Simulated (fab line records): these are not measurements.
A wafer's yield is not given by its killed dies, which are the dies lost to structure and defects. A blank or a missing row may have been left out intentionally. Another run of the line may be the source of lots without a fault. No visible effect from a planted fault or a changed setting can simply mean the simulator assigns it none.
Matching of chambers    flow n5_finfet    rie_diel-06 running N5_BEOL_M11_ETCH_62: 4 sister chambers
The step etches SOC in N2/H2, target depth 110 nm, overetch 22 nm, time 165 s. 20 wafers are shown with their chamber, then 10 later ones without.

## WAFERS WITH THEIR CHAMBER
wafer   chamber  throttle_valve_pct (%)  showerhead_plenum_p_Torr (Torr)  drypump_motor_current_A (A)
L077.2  3        17.7                    2.58                             6.1
L077.3  0        18.2                    2.55                             5.8
L077.5  0        18.2                    2.55                             5.8
L075.2  0        18.2                    2.55                             5.8
L075.3  1        17.4                    2.64                             5.6
L075.4  3        17.7                    2.58                             6.1
L080.2  3        17.7                    2.58                             6.1
L080.4  2        17.3                    2.48                             5.5
L080.5  2        17.3                    2.48                             5.5
L082.3  2        17.3                    2.48                             5.6
L082.4  3        17.7                    2.58                             6.1
L082.6  2        17.3                    2.48                             5.6
L079.4  2        17.3                    2.48                             5.5
L079.5  0        18.2                    2.55                             5.8
L079.6  3        17.7                    2.58                             6.1
L081.3  1        17.5                    2.63                             5.5
L081.5  1        17.5                    2.63                             5.5
L081.6  2        17.3                    2.48                             5.6
L085.2  3        17.7                    2.57                             6.1
L085.3  2        17.3                    2.48                             5.5

SIGNATURES, as means of the wafers listed above
reading                   chamber 0  chamber 1  chamber 2  chamber 3  scatter within a chamber
throttle_valve_pct        18.200     17.467     17.300     17.700     0.0204
showerhead_plenum_p_Torr  2.5500     2.6333     2.4800     2.5783     0.00306
drypump_motor_current_A   5.800      5.533      5.543      6.100      0.0386
Rule: a wafer's distance from a chamber is the root of the sum, over the readings, of the square of ((its reading less the chamber's mean) divided by the reading's scatter). If the next closest chamber is less than 2 further off than the closest, the wafer can't be placed; otherwise it belongs to the closest. How the scatter is found: for the shown wafers, subtract from each reading the mean of its chamber, square and add these, divide the total by (wafers less chambers), then take the root.

## WAFERS MISSING THEIR CHAMBER
wafer   throttle_valve_pct (%)  showerhead_plenum_p_Torr (Torr)  drypump_motor_current_A (A)
L085.4  18.2                    2.54                             5.8
L090.3  17.5                    2.63                             5.6
L090.4  17.8                    2.57                             6.1
L090.6  17.5                    2.63                             5.6
L096.1  17.5                    2.63                             5.6
L096.2  17.3                    2.47                             5.5
L096.5  17.3                    2.47                             5.5
L093.2  17.5                    2.62                             5.5
L093.3  18.3                    2.54                             5.8
L093.6  17.3                    2.47                             5.5

## WHICH CHAMBER EACH WENT THROUGH
wafer   from the rows above  in truth
L085.4  0                    0
L090.3  1                    1
L090.4  3                    3
L090.6  1                    1
L096.1  1                    1
L096.2  2                    2
L096.5  2                    2
L093.2  1                    1
L093.3  0                    0
L093.6  2                    2
Correct placement for 10 of the 10. Not placeable from these rows: 0. Wrongly placed: 0.
